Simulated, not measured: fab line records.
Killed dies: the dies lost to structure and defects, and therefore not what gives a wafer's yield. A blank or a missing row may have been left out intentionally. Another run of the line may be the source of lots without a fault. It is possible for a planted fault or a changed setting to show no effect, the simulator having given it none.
Chamber matching + flow nand_harc + NHARC_A_STAIRCASE_TRIM_187 on rie_diel-07 has 4 sister chambers
The step chemistry O2, time 211.2 s. 8 wafers are shown with their chamber, then 8 later ones without.

== EACH WAFER AND ITS CHAMBER ==
| wafer  | chamber | drypump_motor_current_A (A) | showerhead_plenum_p_Torr (Torr) |
|--------|---------|-----------------------------|---------------------------------|
| L078.2 | 0       | 6.3                         | 3.44                            |
| L078.6 | 1       | 5.7                         | 3.54                            |
| L080.3 | 2       | 6.7                         | 3.58                            |
| L080.6 | 0       | 6.3                         | 3.44                            |
| L085.2 | 1       | 5.7                         | 3.53                            |
| L085.3 | 3       | 5.4                         | 3.58                            |
| L085.4 | 2       | 6.7                         | 3.57                            |
| L091.2 | 3       | 5.3                         | 3.57                            |

== WAFERS WITH NO CHAMBER GIVEN ==
| wafer  | drypump_motor_current_A (A) | showerhead_plenum_p_Torr (Torr) |
|--------|-----------------------------|---------------------------------|
| L091.5 | 5.3                         | 3.57                            |
| L091.6 | 6.7                         | 3.57                            |
| L096.2 | 5.4                         | 3.56                            |
| L096.4 | 5.7                         | 3.51                            |
| L096.5 | 6.3                         | 3.41                            |
| L095.2 | 6.7                         | 3.56                            |
| L095.4 | 5.4                         | 3.55                            |
| L095.5 | 5.7                         | 3.51                            |

== WHICH CHAMBER EACH WENT THROUGH ==
| wafer  | from the rows above | in truth |
|--------|---------------------|----------|
| L091.5 | 3                   | 3        |
| L091.6 | 2                   | 2        |
| L096.2 | 3                   | 3        |
| L096.4 | 1                   | 1        |
| L096.5 | 0                   | 0        |
| L095.2 | 2                   | 2        |
| L095.4 | 3                   | 3        |
| L095.5 | 1                   | 1        |
8 of 8 placed correctly. From these rows, 0 cannot be placed. Number placed wrongly: 0.
How it was worked out, from the rows above alone: a wafer's distance from a chamber is the root of the sum, over the readings, of the square of ((its reading less the chamber's mean) divided by the reading's scatter). If the next closest chamber is less than 2 further off than the closest, the wafer can't be placed; otherwise it belongs to the closest. The mean given for a chamber averages the wafers shown for that chamber. How the scatter is found: for the shown wafers, subtract from each reading the mean of its chamber, square and add these, divide the total by (wafers less chambers), then take the root.
